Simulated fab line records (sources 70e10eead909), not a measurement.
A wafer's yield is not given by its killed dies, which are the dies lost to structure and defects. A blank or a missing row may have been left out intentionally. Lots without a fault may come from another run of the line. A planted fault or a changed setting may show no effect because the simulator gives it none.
Comparing a struck lot with a sound one | flow nand_harc | 15 steps out of a route of 1302
Sound: wafers L745.1, L745.4, L745.5. Wafers L753.4, L753.5, L753.6 were the ones struck. The cause comes at the end.
Each step with rows lists, per side, the tool, then ch with its chambers, then its first start. Under that, the readings that differ: sound wafers | struck wafers | difference of the means | sigmas: that difference in standard deviations of wafers without a fault.
alike: words and numbers the same on both sides, and readings whose means are apart by under 2 such deviations; not compared: readings that were withheld, readings missing a value for some wafer, numbers with overlapping values and no deviation given by the record, and bounds like >300 which may hide the same value.
A row with sigmas, a row that says differs or no value, or rows on one side alone: a step with any of these is where the two part. When numbers do not overlap yet have no deviation, they are printed without sigmas and do not part them. Lack of a reading on every wafer of one side parts them only where that side has two or more wafers.

first, 2 steps without rows for these wafers: NHARC_A_DECK1_JOINT_ANNEAL_28 (time 1800 s); NHARC_A_DECK1_JOINT_ANNEAL_29 (time 1800 s).
NHARC_A_DECK1_JOINT_CMP_02: polishes SiOx.
  sound on cmp-02 ch 0,1,3, day 12 12:56; struck on cmp-02 ch 0,2,3, day 16 05:35
  alike: edge_zone_pressure_frac, motor_current_A
following that, these wafers have no rows for 1 step: NHARC_A_DECK1_JOINT_SRD_15.
NHARC_A_DECK1_JOINT_DEP_16: deposits SiO2, target thk 45 nm.
  sound on pecvd-02 ch 0,1,2, day 12 13:39; struck on pecvd-03 ch 0,1,2, day 16 06:00
  alike: heater_power_w, throttle_valve_pct
NHARC_A_DECK1_JOINT_THK_MEAS_17: measures by ellipsometry.
  struck on film_metro-02, day 16 06:11; sound on film_metro-01, day 12 13:53
  alike: thk_nm
NHARC_A_DECK1_JOINT_INSPECT_05:
  struck on defect_inspect-01, day 16 06:14; sound on defect_inspect-01, day 12 13:55
  alike: raw_defect_count
next comes 1 step that has no rows for these wafers: NHARC_A_ONON_D2_DEP_00 (target thickness 1000 nm).
NHARC_A_ONON_D2_THK_MEAS_02: measures by ellipsometry.
  struck on film_metro-01, day 16 06:48; sound on film_metro-01, day 12 14:29
  alike: thk_nm
next comes 1 step that has no rows for these wafers: NHARC_A_ONON_D2_DEP_03 (target thickness 1000 nm).
NHARC_A_ONON_D2_THK_MEAS_05: measures by ellipsometry.
  struck on film_metro-02, day 16 07:22; sound on film_metro-02, day 12 15:11
  alike: thk_nm
NHARC_A_ONON_D2_DEP_06: target thk 1000 nm.
  sound on pecvd_onon-02 ch 0, day 12 15:23; struck on pecvd_onon-04 ch 0, day 16 07:35
  alike: n2o_flow_sccm
NHARC_A_ONON_D2_THK_MEAS_08: measures by ellipsometry.
  struck on film_metro-01, day 16 07:56; sound on film_metro-02, day 12 15:53
  reading     | sound          | struck         | difference | sigmas
  thk_nm (nm) | 1001 1000 1000 | 1670 1669 1669 | +669       | +67
next comes 1 step that has no rows for these wafers: NHARC_A_ONON_D2_DEP_09 (target thickness 1000 nm).
-- the record jumps here: 12 days lie between the struck wafers' starts before and after (it left off in module A_ONON_D2 and takes up again in module END, whose first step shown is number 1302 of the route) --
NHARC_END_SORT_01:
  the record has rows for the struck wafers here (prober-01 ch 0, day 28 13:10) and none for the sound ones

## WHERE THEY PART
First at NHARC_A_ONON_D2_THK_MEAS_08; last, within this record, at NHARC_END_SORT_01.

WHY: the cause the simulator had injected
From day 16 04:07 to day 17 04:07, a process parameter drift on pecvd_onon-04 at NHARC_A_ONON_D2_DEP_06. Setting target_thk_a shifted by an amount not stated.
